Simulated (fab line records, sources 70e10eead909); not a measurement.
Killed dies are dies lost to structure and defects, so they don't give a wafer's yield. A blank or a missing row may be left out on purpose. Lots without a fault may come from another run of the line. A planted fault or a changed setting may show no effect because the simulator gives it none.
A struck lot beside a sound one | flow nand_harc | 25 steps out of a route of 1159
Sound: wafers L203.1, L203.2, L203.5. Struck: wafers L210.1, L210.4, L210.5. The cause comes at the end.
At each step with rows: each side's tool, then ch and its chambers, then its first start. Under that, the readings that differ: sound wafers | struck wafers | difference of the means | sigmas: that difference in standard deviations of wafers without a fault.
alike: readings whose means differ by less than 2 such deviations, and words and numbers that are the same on both sides. not compared: withheld readings, readings that some wafer has no value for, bounds like >300 that may hide the same value, and numbers for which the record gives no deviation and whose values overlap.
The two part at a step that has a row with sigmas, a row that says differs or no value, or rows on one side only. Numbers that don't overlap but have no deviation are shown without sigmas and don't part them. A reading that every wafer of one side lacks parts them only if that side has two wafers or more.

first, 1 step without rows for these wafers: NHARC_P_M0_SRD_25.
NHARC_P_M0_INSPECT_27:
  sound on defect_inspect-02, day 7 18:40; struck on defect_inspect-02, day 9 23:46
  alike: raw_defect_count
NHARC_P_M0_PRE_CLEAN_31: time 12 s.
  sound on pecvd-04 ch 0,1,2, day 7 18:44; struck on pecvd-01 ch 0,1, day 9 23:50
  alike: heater_power_w
NHARC_P_M0_DEP_32: deposits SiCN, target thk 30 nm.
  sound on pecvd-04 ch 0,1,2, day 7 18:49; struck on pecvd-01 ch 0,1, day 9 23:55
  alike: heater_power_w
then, 7 steps without rows for these wafers: NHARC_P_M1_DEP_00 (deposits SiOC, target thk 182.5 nm); NHARC_P_M1_DEHYDRATE_01 (time 120 s); NHARC_P_M1_HMDS_02 (time 30 s); NHARC_P_M1_COAT_34 (time 65 s); NHARC_P_M1_COAT_03 (resist thk 90 nm); NHARC_P_M1_SOFTBAKE_04 (time 55 s); NHARC_P_M1_EBR_05.
NHARC_P_M1_EXPOSE_06: exposes mask P M1, target cd 130 nm.
  sound on arfi_scanner-03 ch 0, day 7 19:47; struck on arfi_scanner-03 ch 0, day 10 00:54
  reading              | sound             | struck               | difference | sigmas
  exposure_dose_mJ_cm2 | 81.89 81.87 81.84 | 119.07 119.01 118.96 | +37.15     | +99 or more
  alike: mask
then, 2 steps without rows for these wafers: NHARC_P_M1_PEB_07 (peb time 65 s); NHARC_P_M1_DEVELOP_08 (develop time 35 s).
NHARC_P_M1_CD_MEAS_09: target cd 130 nm.
  sound on cd_sem-03 ch 0, day 7 19:55; struck on cd_sem-02 ch 0, day 10 01:02
  reading    | sound             | struck            | difference | sigmas
  cd_nm (nm) | 129.8 131.0 129.8 | 151.5 152.9 152.7 | +22.2      | +31
NHARC_P_M1_OVL_MEAS_10: pitch 260 nm.
  sound on overlay-02, day 7 20:01; struck on overlay-01, day 10 01:08
  alike: overlay_x_nm, overlay_y_nm
NHARC_P_M1_INSPECT_11:
  sound on defect_inspect-01, day 7 20:03; struck on defect_inspect-01, day 10 01:10
  alike: raw_defect_count
NHARC_P_M1_DESCUM_14: chemistry O2, time 3 s.
  sound on rie_diel-12 ch 1,2, day 7 20:07; struck on rie_diel-10 ch 1,3, day 10 01:14
  reading               | sound             | struck            | difference | sigmas
  model.P_M1.cd_nm (nm) | 128.7 129.8 129.2 | 151.8 153.3 152.9 | +23.4      |
  alike: chamber_pressure_mTorr, drypump_motor_current_A, oes_product_au, rf_vpp_V, showerhead_plenum_p_Torr, throttle_valve_pct
  not compared: rf_hours_counter_h
NHARC_P_M1_ETCH_35: etches the open film in N2/H2, target depth 40 nm, overetch 12 nm, time 43.94 s.
  sound on rie_diel-12 ch 0,2, day 7 20:13; struck on rie_diel-10 ch 0,1,2, day 10 01:20
  alike: chamber_pressure_mTorr, drypump_motor_current_A, oes_product_au, rf_vpp_V, showerhead_plenum_p_Torr, throttle_valve_pct
  not compared: rf_hours_counter_h
NHARC_P_M1_ETCH_15: etches the open film in C4F8/Ar, target depth 182.5 nm, time 91.2 s.
  sound on rie_diel-12 ch 0,1,3; struck on rie_diel-10 ch 0,1,3
  alike: chamber_pressure_mTorr, oes_product_au, rf_vpp_V
  not compared: rf_hours_counter_h
NHARC_P_M1_CD_MEAS_16:
  sound on cd_sem-03, day 7 20:25; struck on cd_sem-01, day 10 01:32
  reading    | sound             | struck            | difference | sigmas
  cd_nm (nm) | 128.9 129.8 129.3 | 151.7 152.3 153.1 | +23.0      | +23
NHARC_P_M1_STRIP_18: strips in N2/H2.
  sound on rie_diel-10 ch 0,1,2, day 7 20:29; struck on rie_diel-10 ch 0,2,3, day 10 01:40
  alike: chamber_pressure_mTorr, drypump_motor_current_A, oes_product_au, rf_vpp_V, showerhead_plenum_p_Torr, throttle_valve_pct
  not compared: rf_hours_counter_h
NHARC_P_M1_ETCH_28: etches the open film in CF4/N2, target depth 30 nm, time 72.99 s.
  sound on rie_diel-10 ch 0,3; struck on rie_diel-10 ch 1,2
  reading               | sound           | struck            | difference | sigmas
  model.P_M1.cd_nm (nm) | 128.4 130.3 130 | 150.9 152.8 154.1 | +23.0      |
  alike: chamber_pressure_mTorr, drypump_motor_current_A, oes_product_au, rf_vpp_V, showerhead_plenum_p_Torr, throttle_valve_pct
  not compared: rf_hours_counter_h
then, 1 step without rows for these wafers: NHARC_P_M1_STRIP_19 (strips in post etch residue remover, time 600 s).
-- the record jumps here: 12 days lie between the struck wafers' starts before and after (it left off in module P_M1 and takes up again in module END, whose first step shown is number 1159 of the route) --
NHARC_END_SORT_01:
  sound on prober-01 ch 0, day 20 22:45; struck on prober-02 ch 0, day 22 11:43
  alike: defect_limited_yield, killed_at_array, killed_at_other, killed_at_periphery, killed_dies, killed_open, killed_short, sort_bin_2_pct, sort_bin_3_pct, sort_bin_4_pct, sort_n_pass, sort_rim_yield_pct, sort_yield_pct

WHERE THEY PART
First at NHARC_P_M1_EXPOSE_06; last, within this record, at NHARC_P_M1_CD_MEAS_16. Later steps at which nothing parts them and some readings are alike: NHARC_P_M1_STRIP_18, NHARC_P_M1_ETCH_28, NHARC_END_SORT_01.

WHY: what the simulator had put in
Process parameter drift: arfi_scanner-03, from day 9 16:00 on, at NHARC_P_M1_EXPOSE_06. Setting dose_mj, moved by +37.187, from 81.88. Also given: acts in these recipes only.
